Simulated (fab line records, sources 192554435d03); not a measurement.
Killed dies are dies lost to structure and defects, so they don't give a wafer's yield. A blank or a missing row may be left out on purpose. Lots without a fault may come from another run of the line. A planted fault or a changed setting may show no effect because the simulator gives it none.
Which tool did it? | flow n5_finfet | 8 lots, 24 wafers sampled, at 8 steps of a route of 1938

WHAT THE GAUGES READ, wafer by wafer
N5_BEOL_M4_RC_MEAS_101. Usual: DIBL_N 35.9 mV/V, standard deviation 1.4; DIBL_P 35.9 mV/V, standard deviation 1.7; IOFF_N 0.155 nA/um, standard deviation 0.023; IOFF_P 0.201 nA/um, standard deviation 0.029; ION_N 672 uA/um, standard deviation 8.8; ION_P 460 uA/um, standard deviation 7; SS_N 71.6 mV/dec, standard deviation 0.48; SS_P 73.1 mV/dec, standard deviation 0.64; VT_N 250.0 mV, standard deviation 3; VT_P -251.6 mV, standard deviation 3.
lot  | measured     | on        | DIBL_N (mV/V)  | DIBL_P (mV/V)  | IOFF_N (nA/um)    | IOFF_P (nA/um)    | ION_N (uA/um) | ION_P (uA/um) | SS_N (mV/dec)  | SS_P (mV/dec)  | VT_N (mV)         | VT_P (mV)            | flag
L696 | day 9 02:19  | prober-02 | 36.2 37.7 35.9 | 35.5 36.6 35.5 | 0.143 0.163 0.145 | 0.188 0.202 0.190 | 669 666 674   | 458 456 462   | 71.7 72.1 71.3 | 72.4 73.5 72.6 | 251.5 251.0 250.1 | -255.1 -252.9 -252.0 |
L705 | day 11 05:29 | prober-02 | 36.2 35.2 37.1 | 34.6 33.5 35.2 | 0.138 0.123 0.146 | 0.180 0.166 0.188 | 671 666 672   | 461 453 462   | 70.9 70.5 71.4 | 72.2 72.1 72.7 | 249.2 253.1 251.4 | -253.5 -256.0 -252.9 |
L704 | day 11 08:32 | prober-01 | 33.6 34.7 33.2 | 36.2 37.1 35.7 | 0.151 0.157 0.140 | 0.208 0.220 0.197 | 674 673 665   | 467 465 463   | 71.8 71.6 71.6 | 72.9 74.4 73.1 | 248.0 249.8 250.3 | -249.2 -249.0 -251.5 |
L706 | day 11 08:53 | prober-02 | 36.8 36.6 38.6 | 35.0 35.1 36.8 | 0.145 0.154 0.183 | 0.215 0.227 0.245 | 666 675 684   | 462 469 464   | 71.4 71.7 71.6 | 72.6 73.5 74.0 | 251.2 250.8 248.2 | -248.6 -249.7 -249.9 |
L707 | day 11 12:03 | prober-01 | 36.9 37.7 36.5 | 36.8 37.6 35.2 | 0.183 0.198 0.170 | 0.244 0.260 0.227 | 684 671 670   | 467 463 461   | 72.1 72.6 72.4 | 74.0 73.6 73.7 | 246.3 244.0 248.2 | -249.6 -246.0 -249.3 |
L709 | day 12 05:29 | prober-01 | 38.6 39.0 37.4 | 36.4 37.3 35.3 | 0.165 0.177 0.144 | 0.210 0.217 0.196 | 677 675 675   | 464 457 458   | 71.7 71.8 71.4 | 73.7 74.6 73.4 | 249.1 250.3 247.9 | -251.6 -251.7 -251.1 |
L713 | day 12 22:28 | prober-02 | 39.1 38.5 37.6 | 39.8 39.4 38.0 | 0.211 0.195 0.187 | 0.260 0.250 0.231 | 682 685 686   | 462 464 469   | 72.3 72.4 71.8 | 74.4 73.7 73.0 | 243.3 248.6 243.6 | -250.6 -249.5 -249.3 |
L716 | day 13 23:38 | prober-02 | 35.6 34.9 33.5 | 34.0 34.2 32.8 | 0.141 0.131 0.113 | 0.186 0.198 0.168 | 649 668 654   | 448 462 454   | 71.7 71.1 71.0 | 72.6 73.4 72.6 | 255.4 250.9 256.9 | -253.7 -251.9 -252.6 |

N5_BEOL_M8_THK_MEAS_53: measures by xrf. Usual: M8_THK 78.6 nm, standard deviation 1.9.
lot  | measured     | on            | M8_THK (nm)       | flag
L696 | day 10 23:42 | film_metro-01 | 79.7 82.5 80.3    |
L705 | day 12 19:17 | film_metro-02 | 78.2 76.7 78.2    |
L704 | day 13 02:29 | film_metro-01 | 296.2 295.5 294.9 | OFF
L706 | day 13 03:10 | film_metro-02 | 294.2 292.0 293.9 | OFF
L707 | day 13 03:50 | film_metro-02 | 293.7 295.1 295.1 | OFF
L709 | day 13 21:42 | film_metro-01 | 77.2 74.5 76.2    |
L713 | day 14 17:18 | film_metro-02 | 79.4 78.6 75.9    |
L716 | day 15 16:27 | film_metro-01 | 80.2 78.2 79.4    |

N5_BEOL_M8_RS_MEAS_57: measures by four-point-probe. Usual: M8_RS 0.288 ohm/sq, standard deviation 0.0082.
lot  | measured     | on            | M8_RS (ohm/sq)    | flag
L696 | day 10 23:50 | film_metro-01 | 0.286 0.273 0.281 |
L705 | day 12 19:25 | film_metro-01 | 0.291 0.297 0.288 |
L704 | day 13 02:37 | film_metro-02 | 0.063 0.064 0.064 | OFF
L706 | day 13 03:18 | film_metro-01 | 0.065 0.065 0.064 | OFF
L707 | day 13 03:58 | film_metro-02 | 0.065 0.064 0.065 | OFF
L709 | day 13 21:50 | film_metro-02 | 0.296 0.307 0.300 |
L713 | day 14 17:26 | film_metro-01 | 0.287 0.289 0.299 |
L716 | day 15 16:35 | film_metro-01 | 0.282 0.290 0.284 |

N5_BEOL_M8_INSPECT_58: inspects for defects (darkfield). Usual: raw_defect_count 66, standard deviation 23.
lot  | measured     | on                | raw_defect_count | flag
L696 | day 10 23:52 | defect_inspect-01 | 28 46 50         |
L705 | day 12 19:27 | defect_inspect-01 | 66 85 71         |
L704 | day 13 02:38 | defect_inspect-01 | 1171 1215 1182   | OFF
L706 | day 13 03:19 | defect_inspect-02 | 1159 1095 1119   | OFF
L707 | day 13 04:00 | defect_inspect-01 | 1105 1138 1189   | OFF
L709 | day 13 21:52 | defect_inspect-01 | 57 58 64         |
L713 | day 14 17:28 | defect_inspect-01 | 50 61 51         |
L716 | day 15 16:37 | defect_inspect-02 | 84 22 39         |

WHICH TOOL RAN EACH LOT (tool, then ch and the chambers of the sampled wafers, then the start)
lot  | N5_BEOL_M8_VIA_ETCH_34             | N5_BEOL_M8_CURE_75            | N5_BEOL_M8_SURFACE_TREAT_79  | N5_BEOL_M8_CMP_52
L696 | rie_diel-06 ch 0,1,2, day 10 21:04 | uv_cure-02 ch 1, day 10 21:36 | pvd_sputter-01, day 10 22:21 | cmp-03 ch 0,1,2, day 10 23:25
L705 | rie_diel-02 ch 0,2,3, day 12 16:31 | uv_cure-02 ch 0, day 12 17:10 | pvd_sputter-02, day 12 18:13 | cmp-01 ch 1,2,3, day 12 19:00
L704 | rie_diel-02 ch 1,2,3, day 12 23:29 | uv_cure-01 ch 2, day 13 00:01 | pvd_sputter-01, day 13 01:26 | cmp-01 ch 0,1, day 13 02:14
L706 | rie_diel-05 ch 0,1, day 12 23:49   | uv_cure-01 ch 2, day 13 00:44 | pvd_sputter-01, day 13 01:46 | cmp-01 ch 0,2,3, day 13 02:52
L707 | rie_diel-06 ch 0,1,2, day 13 00:05 | uv_cure-01 ch 1, day 13 01:49 | pvd_sputter-01, day 13 02:46 | cmp-03 ch 0,1,3, day 13 03:35
L709 | rie_diel-05 ch 1,2,3, day 13 18:23 | uv_cure-01 ch 0, day 13 19:08 | pvd_sputter-02, day 13 20:13 | cmp-01 ch 0,3, day 13 21:25
L713 | rie_diel-02 ch 1,2,3, day 14 13:38 | uv_cure-01 ch 2, day 14 14:05 | pvd_sputter-02, day 14 16:07 | cmp-01 ch 0,1,2, day 14 17:01
L716 | rie_diel-02 ch 1,3, day 15 13:44   | uv_cure-01 ch 1, day 15 14:14 | pvd_sputter-01, day 15 15:20 | cmp-03 ch 1,2,3, day 15 16:09
- N5_BEOL_M8_VIA_ETCH_34: etches SiCOH lowk in C4F6/O2, target depth 125.5 nm, time 50.5 s.
- N5_BEOL_M8_CURE_75: cures SiCOH lowk, time 120 s.
- N5_BEOL_M8_SURFACE_TREAT_79
- N5_BEOL_M8_CMP_52: polishes, stops on SiCOH lowk, t overpolish 6.9 s, target thk 80 nm.

WHAT THE TOOLS THEMSELVES READ (means of the sampled wafers that have a number; where no wafer has one, the mark that the record gives instead)
N5_BEOL_M8_VIA_ETCH_34. Usual: drypump_motor_current_A 5.7 A, standard deviation 0.49; oes_product_au 0.79 a.u., standard deviation 0.084; rf_vpp_V 670 V, standard deviation 7; showerhead_plenum_p_Torr 2.88 Torr, standard deviation 0.1; throttle_valve_pct 20.86 %, standard deviation 0.24.
lot  | tool        | drypump_motor_current_A (A) | oes_product_au (a.u.) | rf_vpp_V (V) | showerhead_plenum_p_Torr (Torr) | throttle_valve_pct (%) | flag
L696 | rie_diel-06 | 5.6                         | 0.77                  | 665          | 2.84                            | 21.19                  |
L705 | rie_diel-02 | 6.0                         | 0.78                  | 672          | 2.84                            | 20.71                  |
L704 | rie_diel-02 | 6.1                         | 0.78                  | 673          | 2.89                            | 20.66                  |
L706 | rie_diel-05 | 5.7                         | 0.83                  | 668          | 2.80                            | 20.75                  |
L707 | rie_diel-06 | 5.6                         | 0.84                  | 665          | 2.83                            | 21.10                  |
L709 | rie_diel-05 | 5.2                         | 0.76                  | 675          | 2.93                            | 20.98                  |
L713 | rie_diel-02 | 6.1                         | 0.78                  | 672          | 2.88                            | 20.69                  |
L716 | rie_diel-02 | 6.0                         | 0.84                  | 669          | 2.84                            | 20.62                  |

N5_BEOL_M8_CURE_75. Usual: lamp_power_pct 52.31 %, standard deviation 0.058; wafer_temp_C_max 371.3, standard deviation 0.48.
lot  | tool       | lamp_power_pct (%) | wafer_temp_C_max | flag
L696 | uv_cure-02 | 52.30              | 371.1            |
L705 | uv_cure-02 | 52.30              | 371.1            |
L704 | uv_cure-01 | 52.28              | 371.6            |
L706 | uv_cure-01 | 52.28              | 370.9            |
L707 | uv_cure-01 | 52.31              | 371.2            |
L709 | uv_cure-01 | 52.33              | 372.2            |
L713 | uv_cure-01 | 52.25              | 371.5            |
L716 | uv_cure-01 | 52.35              | 371.2            |

N5_BEOL_M8_CMP_52. Usual: barrier_field_endpoint_s 29.0 s, standard deviation 0.78; clearing_platen_down_force_psi 1.5001 psi, standard deviation 0.0028; motor_current_A 5.9 A, standard deviation 0.49; overpolish_run_s 6.900 s, standard deviation 0.0089; time_to_endpoint_s 63.3 s, standard deviation 2.9.
lot  | tool   | barrier_field_endpoint_s (s) | clearing_platen_down_force_psi (psi) | motor_current_A (A) | overpolish_run_s (s) | time_to_endpoint_s (s) | flag
L696 | cmp-03 | 29.1                         | 1.5000                               | 6.2                 | 6.901                | 66.0                   |
L705 | cmp-01 | 28.4                         | 1.5002                               | 5.4                 | 6.904                | 65.4                   |
L704 | cmp-01 | -                            | -                                    | -                   | -                    | -                      | OFF
L706 | cmp-01 | -                            | -                                    | -                   | -                    | -                      | OFF
L707 | cmp-03 | -                            | -                                    | -                   | -                    | -                      | OFF
L709 | cmp-01 | 28.3                         | 1.4966                               | 6.0                 | 6.895                | 58.7                   |
L713 | cmp-01 | 29.9                         | 1.5025                               | 5.5                 | 6.901                | 61.8                   |
L716 | cmp-03 | 29.1                         | 1.4992                               | 6.1                 | 6.893                | 62.9                   |

THE ANSWER, worked out from the rows above alone
Rule: a lot is off if the mean of its wafers that have a number lies more than 3 standard deviations from the usual mean. A lot without any number at a reading at which 4 lots or more have one is off too. The other lots that the step has rows for count as sound. The gauges are gone through in route order, then the tools' own readings, and for those a lot's mean is taken as printed above. The first step at which some lot is off is used, and at that step the reading that is off furthest; a lot without a number counts as furthest.
Off: L704, L706, L707, at N5_BEOL_M8_THK_MEAS_53 (M8_THK).
A tool fits if, at a process step before that reading, it ran every lot that is off, and no sound lot after the first of them. The gauges at N5_BEOL_M8_THK_MEAS_53 aren't tried: what is off there is off at N5_BEOL_M8_INSPECT_58 too, on other tools, and a gauge's error can't cause that. None of those tried fits.

WHAT THE SIMULATOR HAD PUT IN
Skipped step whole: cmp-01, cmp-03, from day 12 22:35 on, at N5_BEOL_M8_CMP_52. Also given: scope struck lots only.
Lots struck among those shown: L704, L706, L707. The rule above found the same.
